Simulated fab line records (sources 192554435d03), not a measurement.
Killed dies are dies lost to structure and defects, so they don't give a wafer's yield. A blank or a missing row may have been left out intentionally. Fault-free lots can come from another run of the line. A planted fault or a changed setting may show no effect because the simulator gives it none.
fab line records    flow n5-finfet    part 2 of 2: steps 16 to 21 of 21
[record] lots = 5  wafers = 15  last-day = 19
route steps=1938 shown FIN_SAQP@114
lots with no fault: from the same line, run without faults
start-h: the number of hours between the record's first day and the start of the first shown wafer of the lot    wait-h: time in hours since the lot's previous step    " repeats the value in the row above    L1.1+2: one row covering several wafers at once    - value missing, or start not given    * or withheld: withheld    < > ~ a bound
route shown NAME@n: NAME is a module with steps in the file, n the number in the route of the first one    usual: average and standard deviation across the fault-free wafers    same: alike in all rows    chamber/n: place in a boat    sites: per-site readings    _std_site: standard deviation across them    _edge_site: outer sites' mean less inner sites'    radius-mm: how far each site lies from the wafer's centre    mask NAME#n: copy n    behind: the last tool/chamber to shape the wafer    hold: why the lot went on hold/how many hours it stayed there/how the hold came to an end    device: the n, p or np transistor that did not switch    end of line: at the end of the route, the tests of the same wafers    step lacking rows: just its recipe    killed: dies that structure and defects cost at the first sort, which is not the same as the wafer's yield    map: a wafer's dies, marking killed ones x, the rest . and places with no die _
set.NAME: the setting that was run; set.NAME@STEP: the one run at that earlier step    model.NAME: the simulator's own value behind a step, which no gauge read
a table for each step, a row for each wafer; lots at some steps of the route
services: when a tool's chamber went out of use (start-h, in hours from the record's first day, below 0 if earlier), for how many hours, and the reason
[[steps]]
[step N5_FIN_SAQP_ETCH_57]
[recipe] chemistry = CH3F/O2  target = SiNx  mask-material = SiO2  target-depth-a = 325  time-s = 46.4  pressure-mtorr = 30  source-w = 395  bias-w = 73  Ar_flow_sccm = 150  CH3F_flow_sccm = 30  O2_flow_sccm = 20  ion-energy-ev = 120  ends = cleared
[usual] drypump-motor-current-A = 5.52/0.3  etch-rf-on-time-s = 46.8/1.2  oes-product-au = 0.65/0.071  rf-vpp-V = 293/4.5  showerhead-plenum-p-Torr = 2.00/0.066  throttle-valve-pct = 16.32/0.19
lot.wafer  tool         chamber  start-h  wait-h  drypump-motor-current-A  etch-rf-on-time-s  oes-product-au  rf-hours-counter-h  rf-vpp-V  showerhead-plenum-p-Torr  throttle-valve-pct
L081.1     rie-diel-04  2        66.85    0.0     5.40                     47.1               0.60            211                 295       1.98                      16.22
L081.2     "            0        "        "       5.50                     47.2               0.63            179                 291       2.00                      16.28
L081.3     "            1        "        "       5.90                     46.7               0.64            171                 297       1.92                      16.33
L089.1     rie-diel-03  3        113.24   0.0     5.43                     45.8               0.76            30                  284       2.03                      16.17
L089.3     "            1        "        "       5.84                     46.0               0.58            215                 294       2.08                      16.64
L089.6     "            0        "        "       5.84                     49.4               0.58            -                   297       2.05                      16.16
L092.4     rie-diel-03  3        131.90   0.1     5.43                     46.5               0.74            -                   284       2.02                      16.19
L092.5     "            2        "        "       4.91                     46.3               0.83            -                   291       2.15                      16.30
L092.6     "            1        "        "       5.84                     48.1               0.58            -                   293       2.08                      16.65
L095.1     rie-diel-04  2        150.71   0.1     5.38                     47.5               0.58            238                 296       1.97                      16.27
L095.2     "            1        "        "       5.93                     45.9               0.62            197                 296       1.91                      16.38
L095.6     "            1        "        "       5.93                     47.4               0.62            -                   297       1.91                      16.39
L096.1     rie-diel-04  1        156.34   0.2     5.92                     46.1               0.62            200                 297       1.91                      16.39
L096.4     "            0        "        "       5.53                     48.6               0.62            208                 292       1.99                      16.32
L096.6     "            0        "        "       5.50                     47.8               0.61            -                   290       1.99                      16.33
[step N5_FIN_SAQP_ETCH_65]
[recipe] chemistry = CF4  target = SiO2  target-depth-a = 40  ion-energy-ev = 350  time-s = 4.4  pressure-mtorr = 10  icp-w = 800  bias-w = 400  cf4-flow-sccm = 80
[usual] drypump-motor-current-A = 5.5/0.43  he-backside-leak-sccm = 2.63/0.26  oes-product-au = 1.007/0.014  throttle-valve-pct = 21.70/0.26
lot.wafer  tool       chamber  start-h  wait-h  drypump-motor-current-A  he-backside-leak-sccm  oes-product-au  rf-hours-counter-h  throttle-valve-pct
L081.1     rie-si-05  3        66.96    0.1     6.7                      2.25                   1.013           124                 21.45
L081.2     "          2        "        "       6.2                      2.52                   0.988           41                  21.67
L081.3     "          0        "        "       5.3                      2.64                   1.012           95                  21.40
L089.1     rie-si-02  1        113.35   0.1     5.5                      3.52                   1.034           175                 21.64
L089.3     "          2        "        "       5.9                      2.57                   0.992           22                  21.54
L089.6     "          0        "        "       5.2                      2.78                   0.994           -                   21.68
L092.4     rie-si-06  1        131.99   0.0     5.3                      2.54                   0.996           -                   21.93
L092.5     "          2        "        "       5.0                      2.42                   1.024           -                   21.35
L092.6     "          3        "        "       5.3                      2.58                   0.992           -                   22.14
L095.1     rie-si-02  0        150.82   0.1     5.2                      2.89                   0.984           24                  21.69
L095.2     "          1        "        "       5.4                      3.25                   1.021           175                 21.65
L095.6     "          3        "        "       5.4                      2.62                   1.023           -                   21.66
L096.1     rie-si-06  2        156.44   0.1     5.1                      2.45                   1.020           14                  21.32
L096.4     "          1        "        "       5.3                      2.52                   1.003           -                   21.92
L096.6     "          3        "        "       5.3                      2.54                   1.000           -                   22.16
[step N5_FIN_SAQP_MANDREL_ETCH_58]
[recipe] chemistry = HBr/Cl2  target = a-Si  target-depth-a = 450  bt-time-s = 10  stop-on = SiNx  mask-material = SiO2  over-etch-frac = 0.8  time-s = 27  pressure-mtorr = 10  icp-w = 800  bias-w = 75  HBr_flow_sccm = 150  Cl2_flow_sccm = 80  ends = end-point
[usual] drypump-motor-current-A = 5.5/0.43  he-backside-leak-sccm = 2.64/0.25  mfc-cl2-sccm = 79.98/0.26  oes-product-au = 0.700/0.0084  throttle-valve-pct = 35.5/0.38
lot.wafer  tool       chamber  start-h  wait-h  drypump-motor-current-A  he-backside-leak-sccm  mfc-cl2-sccm  oes-product-au  rf-hours-counter-h  throttle-valve-pct
L081.1     rie-si-05  3        66.99    0.0     6.8                      2.50                   80.25         0.715           124                 35.3
L081.2     "          2        "        "       6.2                      2.72                   79.87         0.705           41                  35.6
L081.3     "          0        "        "       5.2                      2.70                   79.95         0.695           95                  35.1
L089.1     rie-si-02  1        113.38   0.0     5.5                      3.14                   79.87         0.699           175                 35.1
L089.3     "          2        "        "       5.9                      2.66                   80.34         0.707           22                  35.5
L089.6     "          0        "        "       5.2                      2.76                   79.64         0.706           -                   35.5
L092.4     rie-si-06  1        132.03   0.0     5.3                      2.70                   79.63         0.694           -                   36.0
L092.5     "          2        "        "       5.1                      2.33                   79.75         0.705           -                   35.1
L092.6     "          3        "        "       5.3                      2.79                   79.74         0.698           -                   36.1
L095.1     rie-si-02  0        150.85   0.0     5.2                      2.70                   80.25         0.702           24                  35.5
L095.2     "          1        "        "       5.5                      3.15                   79.84         0.710           175                 35.1
L095.6     "          3        "        "       5.4                      2.87                   80.04         0.709           -                   35.1
L096.1     rie-si-06  2        156.48   0.0     5.0                      2.37                   80.23         0.698           14                  35.1
L096.4     "          1        "        "       5.3                      2.61                   80.11         0.702           -                   36.0
L096.6     "          3        "        "       5.3                      2.81                   79.98         0.702           -                   36.0
[step N5_FIN_SAQP_RECESS_63]
[recipe] chemistry = HF/NH3  target = SiO2  target-depth-a = 180  afs-cycles = 3  temp-c = 30  sublimation-temp-c = 180  sublimation-time-s = 60
[usual] drypump-motor-current-A = 5.6/0.66  temp-c = 30.00/0.12
lot.wafer  tool           chamber  start-h  wait-h  drypump-motor-current-A  temp-c
L081.1     vapor-etch-02  0        67.07    0.1     5.1                      30.02
L081.2     "              1        "        "       6.0                      30.15
L081.3     "              1        "        "       6.0                      30.02
L089.1     vapor-etch-01  1        113.46   0.1     4.9                      30.00
L089.3     "              0        "        "       6.5                      30.09
L089.6     "              0        "        "       6.5                      30.09
L092.4     vapor-etch-02  1        132.20   0.1     6.0                      30.11
L092.5     "              0        "        "       5.1                      29.95
L092.6     "              1        "        "       6.0                      30.03
L095.1     vapor-etch-01  0        150.93   0.1     6.5                      30.07
L095.2     "              1        "        "       4.9                      29.94
L095.6     "              1        "        "       4.9                      30.16
L096.1     vapor-etch-02  1        156.56   0.1     6.0                      29.72
L096.4     "              0        "        "       5.1                      29.86
L096.6     "              0        "        "       5.1                      30.07
[step N5_FIN_SAQP_COAT_68]
[recipe] resist = SOC  temp-c = 250  time-s = 60  spin-rpm = 1500  resist-thk-nm = 100
lot.wafer   tool            chamber  start-h  wait-h
L081.1+2+3  litho-track-01  0        67.57    0.3
L089.1+3+6  litho-track-03  0        113.85   0.3
L092.4+5+6  litho-track-01  0        132.48   0.2
L095.1+2+6  litho-track-05  0        151.32   0.3
L096.1+4+6  litho-track-05  0        156.94   0.3
[step N5_FIN_SAQP_ETCH_69]
[recipe] chemistry = N2/H2  target = SOC  target-depth-a = 1500  stop-on = SiNx  ion-energy-ev = 100  bias-w = 61  pressure-mtorr = 30  source-w = 850  n2-flow-sccm = 200  h2-flow-sccm = 200
[usual] drypump-motor-current-A = 5.52/0.29  oes-product-au = 0.75/0.079  rf-vpp-V = 240.6/1.4  showerhead-plenum-p-Torr = 2.53/0.084  throttle-valve-pct = 17.78/0.18
lot.wafer  tool         chamber  start-h  wait-h  drypump-motor-current-A  oes-product-au  rf-hours-counter-h  rf-vpp-V  showerhead-plenum-p-Torr  throttle-valve-pct
L081.1     rie-diel-04  1        67.64    -       5.93                     0.74            172                 240.0     2.43                      17.71
L081.2     "            3        "        "       5.23                     0.77            134                 241.1     2.56                      17.86
L081.3     "            2        "        "       5.40                     0.70            211                 241.1     2.51                      17.59
L089.1     rie-diel-03  1        113.91   -       5.85                     0.69            215                 242.7     2.62                      18.08
L089.3     "            3        "        "       5.44                     0.88            31                  242.0     2.59                      17.74
L089.6     "            3        "        "       5.44                     0.88            -                   242.6     2.59                      17.74
L092.4     rie-diel-01  2        132.56   -       5.78                     0.73            -                   240.2     2.42                      17.86
L092.5     "            3        "        "       5.25                     0.92            -                   240.1     2.49                      17.42
L092.6     "            1        "        "       5.66                     0.69            -                   239.1     2.41                      17.69
L095.1     rie-diel-01  1        151.58   -       5.62                     0.70            207                 238.9     2.41                      17.71
L095.2     "            2        "        "       5.78                     0.73            190                 239.3     2.42                      17.86
L095.6     "            3        "        "       5.23                     0.91            -                   240.4     2.48                      17.44
L096.1     rie-diel-03  2        157.08   -       4.92                     0.94            11                  243.3     2.71                      17.80
L096.4     "            0        "        "       5.83                     0.94            2                   241.4     2.61                      17.29
L096.6     "            3        "        "       5.43                     0.85            -                   240.9     2.59                      17.77
[[services]]
tool           chamber  start-h  hours  kind
rie-diel-04    -        48.86    2.8    pm
rie-si-05      2        52.13    2.3    repair
rie-diel-04    0        55.90    3.5    repair
rie-diel-01    -        59.04    2.4    repair
rie-si-05      -        59.63    0.4    repair
ald-sin-04     3        64.33    5.4    repair
rie-si-05      0        69.78    14.4   repair
rie-diel-01    3        71.90    8.0    repair
vapor-etch-02  -        74.34    0.4    repair
rie-si-06      0        82.82    81.4   repair
rie-diel-01    3        84.55    -      clean
rie-diel-01    3        84.55    -      consumable-replace:focus-ring
rie-diel-01    3        84.55    14.8   scheduled-down
rie-diel-01    3        84.55    14.8   vent-cycle
ald-sin-03     -        96.05    0.8    pm
rie-diel-01    1        97.91    3.7    repair
vapor-etch-02  -        98.77    2.3    repair
rie-si-02      0        102.44   4.2    repair
rie-si-05      2        111.77   4.0    repair
rie-diel-01    0        130.07   9.3    repair
rie-diel-01    -        130.59   0.9    repair
rie-si-05      -        135.20   2.8    pm
rie-si-02      1        146.42   1.5    repair
rie-diel-03    -        149.57   2.8    pm
